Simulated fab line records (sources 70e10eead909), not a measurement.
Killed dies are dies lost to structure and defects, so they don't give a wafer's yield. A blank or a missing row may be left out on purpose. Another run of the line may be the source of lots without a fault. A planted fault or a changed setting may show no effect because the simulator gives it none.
Chamber matching :: flow nandHarc :: NHARC_A_WL_FILL_ALD_19 on aldMetal-02 has 4 sister chambers
The step deposits TiN, target thk 2 nm, pulse time 3 s, ald cycles 100. 14 wafers are shown with their chamber, then 7 later ones without.

== WAFERS PAIRED WITH THEIR CHAMBERS ==
wafer: L110.2
chamber: 1
heaterPowerW (W): 949
precursorPulseHeightRel: 1.001

wafer: L110.4
chamber: 2
heaterPowerW (W): 1103
precursorPulseHeightRel: 1.023

wafer: L110.5
chamber: 3
heaterPowerW (W): 1176
precursorPulseHeightRel: 1.003

wafer: L115.3
chamber: 2
heaterPowerW (W): 1115
precursorPulseHeightRel: 0.996

wafer: L115.4
chamber: 3
heaterPowerW (W): 1145
precursorPulseHeightRel: 1.009

wafer: L115.5
chamber: 1
heaterPowerW (W): 955
precursorPulseHeightRel: 1.016

wafer: L114.2
chamber: 0
heaterPowerW (W): 1120
precursorPulseHeightRel: 1.004

wafer: L114.4
chamber: 3
heaterPowerW (W): 1146
precursorPulseHeightRel: 0.999

wafer: L114.6
chamber: 3
heaterPowerW (W): 1144
precursorPulseHeightRel: 0.983

wafer: L121.1
chamber: 2
heaterPowerW (W): 1081
precursorPulseHeightRel: 1.019

wafer: L121.4
chamber: 3
heaterPowerW (W): 1119
precursorPulseHeightRel: 1.014

wafer: L121.5
chamber: 3
heaterPowerW (W): 1138
precursorPulseHeightRel: 0.998

wafer: L124.1
chamber: 0
heaterPowerW (W): 1182
precursorPulseHeightRel: 1.046

wafer: L124.5
chamber: 3
heaterPowerW (W): 1169
precursorPulseHeightRel: 1.019

SIGNATURES (means of the wafers above)
reading: heaterPowerW
chamber 0: 1151.00
chamber 1: 952.00
chamber 2: 1099.67
chamber 3: 1148.14
scatter within a chamber: 21.7

reading: precursorPulseHeightRel
chamber 0: 1.02500
chamber 1: 1.00850
chamber 2: 1.01267
chamber 3: 1.00357
scatter within a chamber: 0.0151
Rule: for a wafer and a chamber, the distance is found by dividing, reading by reading, the gap between the wafer's reading and the chamber's mean by the reading's scatter, squaring, summing and taking the root. If the next closest chamber is less than 2 further off than the closest, the wafer can't be placed; otherwise it belongs to the closest. How the scatter is found: for the shown wafers, subtract from each reading the mean of its chamber, square and add these, divide the total by (wafers less chambers), then take the root.

== WAFERS WITHOUT THEIR CHAMBER ==
wafer: L124.6
heaterPowerW (W): 1165
precursorPulseHeightRel: 0.986

wafer: L122.1
heaterPowerW (W): 963
precursorPulseHeightRel: 0.991

wafer: L122.4
heaterPowerW (W): 1073
precursorPulseHeightRel: 1.037

wafer: L122.6
heaterPowerW (W): 1172
precursorPulseHeightRel: 1.006

wafer: L128.2
heaterPowerW (W): 1074
precursorPulseHeightRel: 1.028

wafer: L128.5
heaterPowerW (W): 989
precursorPulseHeightRel: 0.988

wafer: L128.6
heaterPowerW (W): 1172
precursorPulseHeightRel: 1.022

== CHAMBER TAKEN BY EACH ==
wafer: L124.6
from the rows above: can't be placed: 3 or 0
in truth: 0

wafer: L122.1
from the rows above: 1
in truth: 1

wafer: L122.4
from the rows above: can't be placed: 2 or 0
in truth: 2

wafer: L122.6
from the rows above: can't be placed: 3 or 0
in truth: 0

wafer: L128.2
from the rows above: can't be placed: 2 or 0
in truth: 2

wafer: L128.5
from the rows above: 1
in truth: 1

wafer: L128.6
from the rows above: can't be placed: 0 or 3
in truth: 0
Correctly placed: 2 of 7. These rows do not allow placing 5 (true chamber among the candidates in 5). Wrongly placed: 0.
